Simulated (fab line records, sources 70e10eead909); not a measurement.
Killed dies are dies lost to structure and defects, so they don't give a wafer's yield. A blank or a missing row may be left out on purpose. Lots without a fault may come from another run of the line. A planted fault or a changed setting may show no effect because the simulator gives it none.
fab line records | flow nand_harc
record lots=6 wafers=18 last_day=34
route steps=1302 shown A_STAIRCASE@666 END@1302
lots that met no fault: from a run of the same line without faults
start_h: hours from the record's first day to the start of the lot's first wafer shown | wait_h: hours since the lot's step before | " the same as in the row above | L1.1+2: a row that stands for several wafers | - no value, or no start given | * or withheld: withheld | < > ~ a bound
route shown NAME@n: a module of which the file shows steps, and the number in the route of the first | usual: mean/standard deviation of fault-free wafers | same: alike in all rows | chamber/n: place in a boat | sites: the reading at each site | _std_site: their standard deviation | _edge_site: outer sites' mean less inner sites' | radius_mm: how far each site lies from the wafer's centre | mask NAME#n: copy n | behind: the tool/chamber that last shaped the wafer | hold: why the lot was held/for how many hours/how that ended | device: the transistor (n, p or np) that didn't switch | end of line: the same wafers' tests at the end of the route | a step without rows: its recipe alone | killed: dies lost to structure and defects at the first sort, not the wafer's yield | map: a wafer's dies, x killed, . not, _ none there
set.NAME: the setting as run; set.NAME@STEP: as run at that earlier step | model.NAME: the simulator's own value behind a step, which no gauge read
lots at some steps of the route; a table a step, a row a wafer
services: from which hour (start_h, from the record's first day; less than 0 if before it) a tool's chamber was out of use, for how many hours, and why
## steps
# step NHARC_A_STAIRCASE_HARDBAKE_10
# recipe temp_c=120 time_s=140
# step NHARC_A_STAIRCASE_DESCUM_11
# recipe time_s=3 o2_flow_sccm=200 ar_flow_sccm=0 bias_power_w=0 chemistry=O2
# usual drypump_motor_current_A=5.7/0.52 oes_product_au=1.001/0.0086 rf_vpp_V=57.8/0.9 showerhead_plenum_p_Torr=1.91/0.1 throttle_valve_pct=11.311/0.0097
# same bias_power_w=0
# columns lot.wafer tool chamber start_h wait_h drypump_motor_current_A oes_product_au rf_hours_counter_h rf_vpp_V showerhead_plenum_p_Torr throttle_valve_pct
L651.3 rie_diel-02 0 403.48 - 5.8 0.994 0 58.0 2.06 11.318
L651.1 " 1 " " 5.0 0.993 0 57.9 2.08 11.311
L651.2 " 3 " " 5.9 1.007 0 56.8 1.85 11.304
L661.4 rie_diel-02 1 504.73 - 5.0 0.994 33 57.3 2.07 11.303
L661.1 " 2 " " 6.6 1.002 36 57.8 1.87 11.305
L661.6 " 3 " " 6.0 0.998 - 57.6 1.84 11.307
L662.1 rie_diel-13 2 507.02 - 5.3 1.001 43 57.7 1.81 11.278
L662.3 " 3 " " 5.4 1.007 44 58.7 1.98 11.307
L662.6 " 2 " " 5.3 1.002 - 57.2 1.81 11.317
L669.2 rie_diel-13 1 562.46 - 6.3 1.022 11 57.0 1.77 11.306
L669.4 " 2 " " 5.3 0.990 11 57.5 1.80 11.321
L669.5 " 3 " " 5.4 1.003 - 59.7 1.97 11.298
L667.1 rie_diel-13 0 562.67 - 6.2 0.997 8 57.8 1.89 11.300
L667.5 " 2 " " 5.2 0.985 - 57.4 1.81 11.318
L667.6 " 3 " " 5.4 0.995 - 58.9 1.97 11.318
L670.1 rie_diel-13 0 582.19 - 6.2 1.002 13 58.4 1.89 11.322
L670.2 " 2 " " 5.2 0.998 17 58.5 1.80 11.324
L670.6 " 1 " " 6.3 1.014 - 56.9 1.77 11.314
# step NHARC_A_STAIRCASE_TRIM_12
# recipe time_s=211.2 o2_flow_sccm=500 ar_flow_sccm=0 bias_w=0 chemistry=O2
# usual drypump_motor_current_A=5.8/0.54 oes_product_au=1.002/0.0096 rf_vpp_V=57.7/0.96 showerhead_plenum_p_Torr=3.51/0.17 throttle_valve_pct=17.037/0.009
# columns lot.wafer tool chamber start_h wait_h drypump_motor_current_A oes_product_au rf_hours_counter_h rf_vpp_V showerhead_plenum_p_Torr throttle_valve_pct
L651.2 rie_diel-02 2 403.57 0.1 6.6 1.007 0 55.8 3.47 17.047
L651.1 " 3 " " 5.9 1.006 0 56.7 3.42 17.031
L651.3 " 1 " " 5.0 0.993 0 57.3 3.81 17.041
L661.4 rie_diel-02 2 504.82 0.1 6.6 0.992 36 57.9 3.45 17.039
L661.1 " 3 " " 5.9 0.991 28 56.6 3.40 17.035
L661.6 " 2 " " 6.6 0.998 - 56.8 3.45 17.028
L662.3 rie_diel-13 3 507.12 0.1 5.4 0.992 44 58.1 3.63 17.051
L662.1 " 1 " " 6.3 0.996 45 57.2 3.29 17.046
L662.6 " 3 " " 5.4 1.000 - 57.8 3.63 17.022
L669.4 rie_diel-13 2 562.55 0.1 5.3 1.006 11 58.4 3.34 17.039
L669.2 " 3 " " 5.4 1.005 9 58.0 3.62 17.023
L669.5 " 2 " " 5.3 0.995 - 58.8 3.34 17.042
L667.1 rie_diel-13 1 562.77 0.1 6.3 1.013 11 58.3 3.28 17.038
L667.5 " 3 " " 5.4 0.998 - 58.2 3.62 17.023
L667.6 " 0 " " 6.2 1.001 - 56.8 3.48 17.052
L670.1 rie_diel-13 2 582.30 0.1 5.3 0.987 17 58.8 3.34 17.054
L670.2 " 3 " " 5.4 1.001 15 57.4 3.62 17.025
L670.6 " 0 " " 6.2 0.989 - 57.8 3.48 17.042
# step NHARC_A_STAIRCASE_ETCH_13
# recipe target_depth_a=1000 time_s=40.5 ion_energy_ev=400 c4f8_flow_sccm=20 o2_flow_sccm=10 ar_flow_sccm=withheld rf_w=600 bias_w=1000 chemistry=C4F8/O2
# usual oes_product_au=0.944/0.014 rf_vpp_V=895/6.3
# columns lot.wafer tool chamber start_h wait_h oes_product_au rf_hours_counter_h rf_vpp_V
L651.2 rie_diel-02 0 - - 0.943 0 905
L651.3 " 1 " " 0.932 0 906
L651.1 " 2 " " 0.950 0 894
L661.1 rie_diel-02 1 - - 0.947 33 905
L661.4 " 2 " " 0.940 36 891
L661.6 " 2 " " 0.942 - 894
L662.3 rie_diel-13 2 - - 0.954 43 891
L662.1 " 3 " " 0.928 44 900
L662.6 " 1 " " 0.973 - 887
L669.2 rie_diel-13 3 - - 0.936 9 900
L669.4 " 0 " " 0.944 8 895
L669.5 " 3 " " 0.935 - 900
L667.1 rie_diel-13 0 - - 0.926 9 894
L667.5 " 0 " " 0.938 - 895
L667.6 " 1 " " 0.945 - 887
L670.1 rie_diel-13 3 - - 0.958 15 900
L670.2 " 0 " " 0.933 13 895
L670.6 " 0 " " 0.938 - 896
# step NHARC_A_STAIRCASE_TRIM_14
# recipe time_s=211.2 o2_flow_sccm=500 ar_flow_sccm=0 bias_w=0 chemistry=O2
# step NHARC_A_STAIRCASE_ETCH_15
# recipe target_depth_a=1000 time_s=40.5 ion_energy_ev=400 c4f8_flow_sccm=20 o2_flow_sccm=10 ar_flow_sccm=withheld rf_w=600 bias_w=1000 chemistry=C4F8/O2
# step NHARC_A_STAIRCASE_TRIM_16
# recipe time_s=211.2 o2_flow_sccm=500 ar_flow_sccm=0 bias_w=0 chemistry=O2
# usual drypump_motor_current_A=5.7/0.54 oes_product_au=1.002/0.0087 rf_vpp_V=57.8/1 showerhead_plenum_p_Torr=3.51/0.17 throttle_valve_pct=17.037/0.0087
# columns lot.wafer tool chamber start_h wait_h drypump_motor_current_A oes_product_au rf_hours_counter_h rf_vpp_V showerhead_plenum_p_Torr throttle_valve_pct
L651.3 rie_diel-02 3 - - 5.9 1.005 0 57.1 3.42 17.031
L651.1 " 1 " " 5.0 0.996 0 57.4 3.81 17.059
L651.2 " 2 " " 6.6 0.987 0 56.3 3.47 17.050
L661.1 rie_diel-02 2 - - 6.6 0.998 36 57.8 3.45 17.021
L661.4 " 0 " " 5.8 0.994 33 58.8 3.76 17.042
L661.6 " 1 " " 5.0 0.993 - 57.4 3.79 17.045
L662.1 rie_diel-13 3 - - 5.4 1.001 44 59.9 3.63 17.026
L662.3 " 1 " " 6.3 1.003 45 57.8 3.29 17.037
L662.6 " 3 " " 5.4 0.997 - 57.1 3.63 17.037
L669.4 rie_diel-13 0 - - 6.3 0.997 9 58.1 3.48 17.039
L669.2 " 1 " " 6.3 1.000 11 56.9 3.28 17.028
L669.5 " 0 " " 6.3 1.002 - 58.5 3.48 17.037
L667.1 rie_diel-13 0 - - 6.2 1.008 9 57.6 3.48 17.037
L667.5 " 3 " " 5.4 0.994 - 58.2 3.62 17.055
L667.6 " 0 " " 6.3 0.999 - 58.9 3.48 17.037
L670.2 rie_diel-13 3 - - 5.4 0.998 15 58.9 3.62 17.033
L670.1 " 1 " " 6.3 1.023 16 56.6 3.28 17.035
L670.6 " 0 " " 6.2 1.012 - 55.7 3.48 17.043
# step NHARC_A_STAIRCASE_ETCH_17
# recipe target_depth_a=1000 time_s=40.5 ion_energy_ev=400 c4f8_flow_sccm=20 o2_flow_sccm=10 ar_flow_sccm=withheld rf_w=600 bias_w=1000 chemistry=C4F8/O2
# usual oes_product_au=0.945/0.0098 rf_vpp_V=896/6.1
# columns lot.wafer tool chamber start_h wait_h oes_product_au rf_hours_counter_h rf_vpp_V
L651.2 rie_diel-02 1 - - 0.949 0 907
L651.3 " 2 " " 0.937 0 895
L651.1 " 0 " " 0.940 0 905
L661.4 rie_diel-02 0 - - 0.935 33 904
L661.1 " 2 " " 0.946 36 893
L661.6 " 0 " " 0.934 - 902
L662.3 rie_diel-13 3 - - 0.939 44 900
L662.1 " 2 " " 0.943 44 889
L662.6 " 3 " " 0.946 - 900
L669.2 rie_diel-13 0 - - 0.927 9 895
L669.4 " 2 " " 0.938 12 889
L669.5 " 3 " " 0.960 - 900
L667.1 rie_diel-13 2 - - 0.938 12 889
L667.6 " 0 " " 0.950 - 895
L667.5 " 1 " " 0.967 - 888
L670.1 rie_diel-13 3 - - 0.940 15 900
L670.2 " 0 " " 0.944 14 894
L670.6 " 3 " " 0.940 - 899
# step NHARC_A_STAIRCASE_TRIM_18
# recipe time_s=211.2 o2_flow_sccm=500 ar_flow_sccm=0 bias_w=0 chemistry=O2
# step NHARC_A_STAIRCASE_ETCH_19
# recipe target_depth_a=1000 time_s=40.5 ion_energy_ev=400 c4f8_flow_sccm=20 o2_flow_sccm=10 ar_flow_sccm=withheld rf_w=600 bias_w=1000 chemistry=C4F8/O2
# step NHARC_A_STAIRCASE_TRIM_20
# recipe time_s=211.2 o2_flow_sccm=500 ar_flow_sccm=0 bias_w=0 chemistry=O2
# step NHARC_A_STAIRCASE_ETCH_21
# recipe target_depth_a=1000 time_s=40.5 ion_energy_ev=400 c4f8_flow_sccm=20 o2_flow_sccm=10 ar_flow_sccm=withheld rf_w=600 bias_w=1000 chemistry=C4F8/O2
# usual oes_product_au=0.956/0.016 rf_vpp_V=896/6.5
# columns lot.wafer tool chamber start_h wait_h oes_product_au rf_hours_counter_h rf_vpp_V
L651.1 rie_diel-13 3 404.79 - 0.944 17 900
L651.2 " 0 " " 0.960 17 894
L651.3 " 2 " " 0.933 11 890
L661.1 rie_diel-02 3 506.07 - 0.749 29 890
L661.4 " 0 " " 0.956 33 903
L661.6 " 3 " " 0.928 - 891
L662.1 rie_diel-02 3 508.35 - 0.781 30 892
L662.3 " 1 " " 0.962 34 905
L662.6 " 3 " " 0.988 - 892
L669.2 rie_diel-12 0 563.89 - 0.969 38 887
L669.4 " 1 " " 0.960 34 892
L669.5 " 0 " " 0.969 - 885
L667.1 rie_diel-13 0 564.09 - 0.946 9 895
L667.6 " 1 " " 0.951 - 887
L667.5 " 2 " " 0.933 - 889
L670.1 rie_diel-02 0 583.50 - 0.970 0 904
L670.2 " 1 " " 0.978 0 905
L670.6 " 3 " " 0.966 - 891
# step NHARC_A_STAIRCASE_TRIM_22
# recipe time_s=211.2 o2_flow_sccm=500 ar_flow_sccm=0 bias_w=0 chemistry=O2
# step NHARC_END_SORT_01
# recipe temp_c=25
# usual killed_at_array=53/18 killed_at_other=1.0/1.2 killed_at_periphery=3.6/2.4 killed_dies=58/18 killed_open=3.4/1.8 killed_short=2.3/1.5
# same gross_dies=677
# columns lot.wafer tool chamber start_h wait_h killed_at_array killed_at_other killed_at_periphery killed_dies killed_open killed_short
L651.1 prober-01 0 628.24 2.5 51 0 3 54 4 3
L651.2 prober-01 0 629.05 2.8 55 3 3 61 5 3
L651.3 prober-01 0 629.85 3.1 53 1 4 58 1 2
L661.1 prober-01 0 716.90 2.5 672 1 4 677 5 3
L661.4 prober-01 0 719.27 3.4 88 0 4 92 2 1
L661.6 prober-01 0 720.86 4.0 71 1 5 77 0 2
L662.1 prober-02 0 716.93 2.5 672 0 5 677 3 1
L662.3 prober-02 0 718.53 3.1 70 0 6 76 4 2
L662.6 prober-02 0 720.93 4.0 56 2 8 66 5 3
L667.1 prober-02 0 765.01 2.5 45 0 1 46 0 2
L667.5 prober-02 0 768.17 3.7 41 0 2 43 4 1
L667.6 prober-02 0 768.96 4.0 37 0 5 42 4 2
L669.2 prober-01 0 772.28 2.8 51 0 3 54 4 1
L669.4 prober-01 0 773.90 3.4 50 2 4 56 5 5
L669.5 prober-01 0 774.71 3.8 37 1 1 39 1 2
L670.1 prober-01 0 802.90 2.5 48 0 2 50 3 3
L670.2 prober-01 0 803.69 2.8 39 0 2 41 4 0
L670.6 prober-01 0 806.86 4.0 60 0 2 62 1 6
# killed by level:class
L651.1 A_CHANNEL_HOLE_D1:chamber_film_flake=20 A_STAIRCASE:chamber_film_flake=9 A_CHANNEL_HOLE_D2:chamber_film_flake=8 A_CONTACT:chamber_film_flake=4 A_CHANNEL_FILL_D1:chamber_film_flake=3 A_ONON_D1:geometric_particle:open=2 P_M0:geometric_particle:open=1 P_M2:geometric_particle:open=1
L651.2 A_CHANNEL_HOLE_D1:chamber_film_flake=29 A_STAIRCASE:chamber_film_flake=9 A_CHANNEL_HOLE_D2:chamber_film_flake=4 A_CONTACT:chamber_film_flake=3 THIN_TSV:chamber_film_flake=3 P_M1:geometric_particle:open=1 P_M0:geometric_particle:short=1 A_ONON_D1:geometric_particle:short=1
L651.3 A_CHANNEL_HOLE_D1:chamber_film_flake=26 A_CHANNEL_HOLE_D2:chamber_film_flake=10 A_CONTACT:chamber_film_flake=5 A_STAIRCASE:chamber_film_flake=4 P_CONTACT:chamber_film_flake=2 A_SLIT:chamber_film_flake=2 A_CHANNEL_FILL_D1:chamber_film_flake=2 A_WL_FILL:chamber_film_flake=2
L661.1 A_STAIRCASE:area_etch=598 A_CHANNEL_HOLE_D1:chamber_film_flake=26 A_SLIT:chamber_film_flake=19 A_CHANNEL_HOLE_D2:chamber_film_flake=10 A_CONTACT:chamber_film_flake=6 A_BONDPAD:chamber_film_flake=3 A_STAIRCASE:chamber_film_flake=2 P_GATE:geometric_particle:open=1
L662.1 A_STAIRCASE:area_etch=621 A_CHANNEL_HOLE_D1:chamber_film_flake=24 A_CHANNEL_HOLE_D2:chamber_film_flake=11 A_SLIT:chamber_film_flake=5 A_STAIRCASE:chamber_film_flake=4 P_M0:geometric_particle:short=1 A_ONON_D1:geometric_particle:open=1 A_CHANNEL_FILL_D2:geometric_particle:open=1
L662.3 A_CHANNEL_HOLE_D1:chamber_film_flake=36 A_CHANNEL_HOLE_D2:chamber_film_flake=13 A_SLIT:chamber_film_flake=9 P_CONTACT:chamber_film_flake=3 P_ZERO_WELL:chamber_film_flake=2 A_CHANNEL_FILL_D1:geometric_particle:short=1 A_CHANNEL_FILL_D1:geometric_particle:open=1 A_DECK1_JOINT:geometric_particle:open=1
L661.4 A_CHANNEL_HOLE_D1:chamber_film_flake=35 A_SLIT:chamber_film_flake=22 A_CHANNEL_HOLE_D2:chamber_film_flake=10 A_BONDPAD:chamber_film_flake=8 A_CONTACT:chamber_film_flake=5 P_CONTACT:chamber_film_flake=3 A_M0:chamber_film_flake=2 A_CHANNEL_FILL_D2:chamber_film_flake=2
L661.6 A_CHANNEL_HOLE_D1:chamber_film_flake=29 A_SLIT:chamber_film_flake=22 A_CHANNEL_HOLE_D2:chamber_film_flake=8 A_CONTACT:chamber_film_flake=4 A_BONDPAD:chamber_film_flake=4 P_GATE:chamber_film_flake=2 P_CONTACT:chamber_film_flake=2 A_DECK1_JOINT:chamber_film_flake=2
L662.6 A_CHANNEL_HOLE_D1:chamber_film_flake=22 A_CHANNEL_HOLE_D2:chamber_film_flake=14 A_SLIT:chamber_film_flake=6 P_CONTACT:chamber_film_flake=5 P_GATE:chamber_film_flake=2 A_CHANNEL_FILL_D2:chamber_film_flake=2 A_STAIRCASE:chamber_film_flake=2 A_BONDPAD:chamber_film_flake=2
L667.1 A_CHANNEL_HOLE_D2:chamber_film_flake=19 A_CHANNEL_HOLE_D1:chamber_film_flake=10 A_SLIT:chamber_film_flake=5 A_CONTACT:chamber_film_flake=5 A_ZERO_WELL:chamber_film_flake=2 A_BLC:chamber_film_flake=2 A_CHANNEL_FILL_D2:geometric_particle:short=1 A_BLC:geometric_particle:short=1
L667.5 A_CHANNEL_HOLE_D2:chamber_film_flake=14 A_CHANNEL_HOLE_D1:chamber_film_flake=9 A_BLC:chamber_film_flake=5 A_CONTACT:chamber_film_flake=4 A_STAIRCASE:chamber_film_flake=2 A_SLIT:chamber_film_flake=2 P_M0:geometric_particle:open=1 A_ONON_D1:geometric_particle:open=1
L667.6 A_CHANNEL_HOLE_D2:chamber_film_flake=14 A_CONTACT:chamber_film_flake=8 A_CHANNEL_HOLE_D1:chamber_film_flake=5 A_SLIT:chamber_film_flake=5 P_GATE:chamber_film_flake=3 P_M0:geometric_particle:open=1 P_M0:geometric_particle:short=1 A_CHANNEL_FILL_D1:geometric_particle:short=1
L669.2 A_SLIT:chamber_film_flake=21 A_CHANNEL_HOLE_D2:chamber_film_flake=16 A_STAIRCASE:chamber_film_flake=4 A_CONTACT:chamber_film_flake=3 P_M1:geometric_particle:open=1 A_CHANNEL_HOLE_D2:geometric_particle:open=1 A_CHANNEL_FILL_D2:geometric_particle:open=1 A_WL_FILL:geometric_particle:short=1
L669.4 A_SLIT:chamber_film_flake=16 A_CHANNEL_HOLE_D2:chamber_film_flake=14 A_WL_FILL:chamber_film_flake=5 A_CONTACT:chamber_film_flake=5 A_WL_FILL:geometric_particle:short=3 P_M1:geometric_particle:open=2 A_STAIRCASE:chamber_film_flake=2 THIN_TSV:chamber_film_flake=2
L669.5 A_SLIT:chamber_film_flake=19 A_CHANNEL_HOLE_D2:chamber_film_flake=6 A_CONTACT:chamber_film_flake=6 A_WL_FILL:geometric_particle:short=2 A_BLC:geometric_particle:open=1 P_ZERO_WELL:chamber_film_flake=1 A_CHANNEL_HOLE_D1:chamber_film_flake=1 A_STAIRCASE:chamber_film_flake=1
L670.1 A_SLIT:chamber_film_flake=14 A_CHANNEL_HOLE_D2:chamber_film_flake=9 A_CHANNEL_HOLE_D1:chamber_film_flake=6 A_STAIRCASE:chamber_film_flake=6 A_CONTACT:chamber_film_flake=3 A_BONDPAD:chamber_film_flake=3 A_WL_FILL:geometric_particle:short=2 P_M0:geometric_particle:open=1
L670.2 A_SLIT:chamber_film_flake=17 A_CHANNEL_HOLE_D2:chamber_film_flake=6 A_CHANNEL_HOLE_D1:chamber_film_flake=5 A_STAIRCASE:chamber_film_flake=4 A_BONDPAD:chamber_film_flake=4 P_M0:geometric_particle:open=1 A_ONON_D1:geometric_particle:open=1 A_ONON_D2:geometric_particle:open=1
L670.6 A_SLIT:chamber_film_flake=24 A_CHANNEL_HOLE_D2:chamber_film_flake=16 A_CHANNEL_HOLE_D1:chamber_film_flake=5 A_BONDPAD:chamber_film_flake=4 A_STAIRCASE:chamber_film_flake=3 A_CHANNEL_HOLE_D2:geometric_particle:short=2 A_CONTACT:chamber_film_flake=2 P_M0:geometric_particle:open=1
# map L661.1 (x killed, . not)
____________x____________
_________xxxxxxx_________
_______xxxxxxxxxxx_______
______xxxxxxxxxxxxx______
_____xxxxxxxxxxxxxxx_____
____xxxxxxxxxxxxxxxxx____
____xxxxxxxxxxxxxxxxx____
___xxxxxxxxxxxxxxxxxxx___
___xxxxxxxxxxxxxxxxxxx___
__xxxxxxxxxxxxxxxxxxxxx__
__xxxxxxxxxxxxxxxxxxxxx__
_xxxxxxxxxxxxxxxxxxxxxxx_
_xxxxxxxxxxxxxxxxxxxxxxx_
_xxxxxxxxxxxxxxxxxxxxxxx_
_xxxxxxxxxxxxxxxxxxxxxxx_
_xxxxxxxxxxxxxxxxxxxxxxx_
xxxxxxxxxxxxxxxxxxxxxxxxx
xxxxxxxxxxxxxxxxxxxxxxxxx
xxxxxxxxxxxxxxxxxxxxxxxxx
xxxxxxxxxxxxxxxxxxxxxxxxx
xxxxxxxxxxxxxxxxxxxxxxxxx
_xxxxxxxxxxxxxxxxxxxxxxx_
_xxxxxxxxxxxxxxxxxxxxxxx_
_xxxxxxxxxxxxxxxxxxxxxxx_
_xxxxxxxxxxxxxxxxxxxxxxx_
_xxxxxxxxxxxxxxxxxxxxxxx_
__xxxxxxxxxxxxxxxxxxxxx__
__xxxxxxxxxxxxxxxxxxxxx__
___xxxxxxxxxxxxxxxxxxx___
___xxxxxxxxxxxxxxxxxxx___
____xxxxxxxxxxxxxxxxx____
____xxxxxxxxxxxxxxxxx____
_____xxxxxxxxxxxxxxx_____
______xxxxxxxxxxxxx______
_______xxxxxxxxxxx_______
_________xxxxxxx_________
____________x____________
# map L662.1 (x killed, . not)
____________x____________
_________xxxxxxx_________
_______xxxxxxxxxxx_______
______xxxxxxxxxxxxx______
_____xxxxxxxxxxxxxxx_____
____xxxxxxxxxxxxxxxxx____
____xxxxxxxxxxxxxxxxx____
___xxxxxxxxxxxxxxxxxxx___
___xxxxxxxxxxxxxxxxxxx___
__xxxxxxxxxxxxxxxxxxxxx__
__xxxxxxxxxxxxxxxxxxxxx__
_xxxxxxxxxxxxxxxxxxxxxxx_
_xxxxxxxxxxxxxxxxxxxxxxx_
_xxxxxxxxxxxxxxxxxxxxxxx_
_xxxxxxxxxxxxxxxxxxxxxxx_
_xxxxxxxxxxxxxxxxxxxxxxx_
xxxxxxxxxxxxxxxxxxxxxxxxx
xxxxxxxxxxxxxxxxxxxxxxxxx
xxxxxxxxxxxxxxxxxxxxxxxxx
xxxxxxxxxxxxxxxxxxxxxxxxx
xxxxxxxxxxxxxxxxxxxxxxxxx
_xxxxxxxxxxxxxxxxxxxxxxx_
_xxxxxxxxxxxxxxxxxxxxxxx_
_xxxxxxxxxxxxxxxxxxxxxxx_
_xxxxxxxxxxxxxxxxxxxxxxx_
_xxxxxxxxxxxxxxxxxxxxxxx_
__xxxxxxxxxxxxxxxxxxxxx__
__xxxxxxxxxxxxxxxxxxxxx__
___xxxxxxxxxxxxxxxxxxx___
___xxxxxxxxxxxxxxxxxxx___
____xxxxxxxxxxxxxxxxx____
____xxxxxxxxxxxxxxxxx____
_____xxxxxxxxxxxxxxx_____
______xxxxxxxxxxxxx______
_______xxxxxxxxxxx_______
_________xxxxxxx_________
____________x____________
## services
# columns tool chamber start_h hours kind
rie_diel-02 - 394.46 9.0 pm
rie_diel-13 0 402.18 - clean
rie_diel-13 1 402.18 - clean
rie_diel-13 2 402.18 - clean
rie_diel-13 3 402.18 - clean
rie_diel-13 - 423.11 5.7 repair
rie_diel-02 0 424.08 12.3 repair
rie_diel-02 3 434.93 28.6 repair
rie_diel-12 - 445.82 9.0 pm
rie_diel-13 0 450.68 - clean
rie_diel-13 1 450.68 - clean
rie_diel-13 2 450.68 - clean
rie_diel-13 3 450.68 - clean
rie_diel-12 1 469.74 9.5 repair
rie_diel-13 0 475.18 - clean
rie_diel-13 1 475.18 - clean
rie_diel-13 2 475.18 - clean
rie_diel-13 3 475.18 - clean
rie_diel-13 0 475.54 6.6 repair
rie_diel-13 0 499.68 - clean
rie_diel-13 1 499.68 - clean
rie_diel-13 3 499.83 6.7 repair
rie_diel-13 - 521.79 9.0 pm
rie_diel-02 2 547.77 7.8 repair
## key
first_sign step=NHARC_A_STAIRCASE_ETCH_21 reading=oes_product_au direction=down sigmas=12 usual=0.956 struck=0.765
effect step=NHARC_END_SORT_01 reading=killed_at_array direction=up sigmas=35 usual=53 struck=672
more_kills_born_at NHARC_A_STAIRCASE_ETCH_21@rie_diel-02=1219
met_at NHARC_A_STAIRCASE_ETCH_21
struck_wafers L661.1,L662.1
later_rows_left_out L661.1,L662.1
tester_left_out L661,L662
fault kind=process_parameter_drift tool=rie_diel-02 chamber=- onset_h=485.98 steps=NHARC_A_STAIRCASE_ETCH_21 channel=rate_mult offset=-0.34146 shape=step end_h=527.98 scope=struck_wafers_only
# tester_left_out: of these lots the tester's yield and bins aren't shown, on N5 and GAA mostly nor the transistor test; their killed dies are dies lost to structure and defects alone, not to doping, threshold or leakage, so they don't give the yield
# later_rows_left_out: the simulator's readings of these wafers behind a module that went badly wrong aren't trusted and aren't shown, but for the sort
